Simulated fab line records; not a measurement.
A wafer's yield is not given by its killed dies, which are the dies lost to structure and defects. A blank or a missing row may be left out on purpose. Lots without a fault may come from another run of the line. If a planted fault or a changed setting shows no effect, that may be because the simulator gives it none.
Which tool did it?    flow nand harc    12 lots with 36 wafers sampled at 2 steps, on a route of 1159 steps

## WHAT EACH GAUGE READ, for each wafer
NHARC_P_CONTACT_INSPECT_14.
lot   measured      on                 raw defect count
L075  day 8 00:35   defect inspect-01  2 3 4
L074  day 8 07:03   defect inspect-02  7 1 1
L081  day 8 12:58   defect inspect-02  0 1 2
L079  day 8 14:46   defect inspect-02  6 4 5
L083  day 8 20:59   defect inspect-02  2 3 3
L086  day 9 03:04   defect inspect-02  3 6 1
L087  day 9 04:34   defect inspect-02  7 7 9
L089  day 9 11:43   defect inspect-01  5 2 5
L092  day 9 19:02   defect inspect-02  5 2 2
L093  day 10 06:44  defect inspect-02  2 1 1
L095  day 10 12:16  defect inspect-01  6 8 5
L096  day 11 01:39  defect inspect-02  8 2 5

## EACH LOT AND THE TOOL THAT RAN IT (in order: tool; ch and the chambers of the sampled wafers; start)
lot   NHARC_P_GATE_STRIP_95
L075  plasma asher-02 ch 0,1, day 7 21:04
L074  plasma asher-01 ch 0,1, day 8 03:13
L081  plasma asher-02 ch 1, day 8 09:16
L079  plasma asher-02 ch 0,1, day 8 11:15
L083  plasma asher-01 ch 1, day 8 17:14
L086  plasma asher-01 ch 0,1, day 8 22:35
L087  plasma asher-01 ch 0,1, day 9 00:43
L089  plasma asher-02 ch 0,1, day 9 07:53
L092  plasma asher-01 ch 0,1, day 9 15:16
L093  plasma asher-01 ch 0,1, day 10 02:46
L095  plasma asher-01 ch 0,1, day 10 08:23
L096  plasma asher-02 ch 0,1, day 10 22:02
- NHARC_P_GATE_STRIP_95: strips in O2.

## THE ANSWER, worked out from the rows above alone
Rule: the lots themselves supply what counts as usual. Put in order of their means at a reading, lots are off if they are a third of the lots or fewer, leave a main group of 4 or more, and stand apart from it by a gap of 3 or more times the standard deviation of the main group's means; of several such gaps the widest counts. Not used: any main group whose means are identical at the precision the tables above print for the reading. Also off: a lot with no number at a reading for which 4 or more lots have one. Where the step has rows for the other lots, those lots are counted as sound.
No lot is off at any reading shown: from this, nothing can be told.

## WHAT HAD BEEN PUT IN BY THE SIMULATOR
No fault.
